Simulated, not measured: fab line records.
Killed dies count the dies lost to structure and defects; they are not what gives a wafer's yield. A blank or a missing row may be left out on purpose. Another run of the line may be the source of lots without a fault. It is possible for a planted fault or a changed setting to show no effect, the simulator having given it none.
Code-filled problem report in 8D (eight disciplines) form	flow n5_finfet	the parts of the form that need people (team, actions taken, sign-off) are left out

1. THE PROBLEM
At N5_BEOL_M14_COAT_65, spin_speed_rpm averages 1418.9 rpm over 9 wafers from 3 lots, while fault-free wafers read 1500.0 rpm, standard deviation 0.83. Relative to the usual mean, that is a shift of -98 standard deviations.
The step: time 60 s, resist thk 450 nm.
Seen first at day 13 17:53 on litho_track-02, wafer L170.1. The record holds 33 wafers of 11 lots with a number at this step. Rule for "out", or "out of limits": more than 4 standard deviations from the usual mean. All remaining wafers that have a number are taken as sound.

2. WHAT THIS IS AND IS NOT
question	is	is not
which readings at this step	spin_speed_rpm	heater_power_total_W
which lots	L170, L172, L173	L164, L165, L167, L169, L179, L183, L184, L185
which wafers of those lots	all that have a number	-
read on which tools	litho_track-02	litho_track-04, litho_track-05
when	from day 13 17:53	up to then (12 sound wafers); but 12 sound wafers of L179, L183, L184, L185 came after

3. THE SUSPECTS, EACH WITH WHAT RULES IT OUT
Counting: any tool at a process step up to the reading is kept as a suspect provided that every lot that is out went through it and no sound lot did after the first of them.
- litho_track-02 at N5_BEOL_M14_COAT_65 (time 60 s, resist thk 450 nm): ruled out as a lasting fault. Sound lots L185 ran on it after its first lot that is out, L170 (day 13 17:53).
Left after counting: nothing in the record.

4. THE CAUSE (what the simulator had put in)
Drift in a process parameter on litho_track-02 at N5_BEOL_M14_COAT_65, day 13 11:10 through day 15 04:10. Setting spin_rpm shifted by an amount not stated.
Counting ruled it out, wrongly.

5. SEQUENCE OF EFFECTS, ordered by route
One row per reading whose mean, taken over the struck wafers that have a number, lies over 3 standard deviations from the usual. Readings are gone through only where the record gives a usual standard deviation; hours: the median, over the lots, of the time from a lot's start at the first step in this table giving one to that lot's start at this step; sigmas: the change measured in usual standard deviations.
hours	step	reading	usual	on struck wafers	change	sigmas
0	N5_BEOL_M14_COAT_65	spin_speed_rpm	1500.0 rpm	1418.9	-81.1	-98
It contains these process steps:
- N5_BEOL_M14_COAT_65: time 60 s, resist thk 450 nm.

6. WHAT WOULD HAVE CAUGHT IT SOONER
The fault began at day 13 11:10; the first out-of-limits reading in this record came at day 13 17:53, 7 hours later.
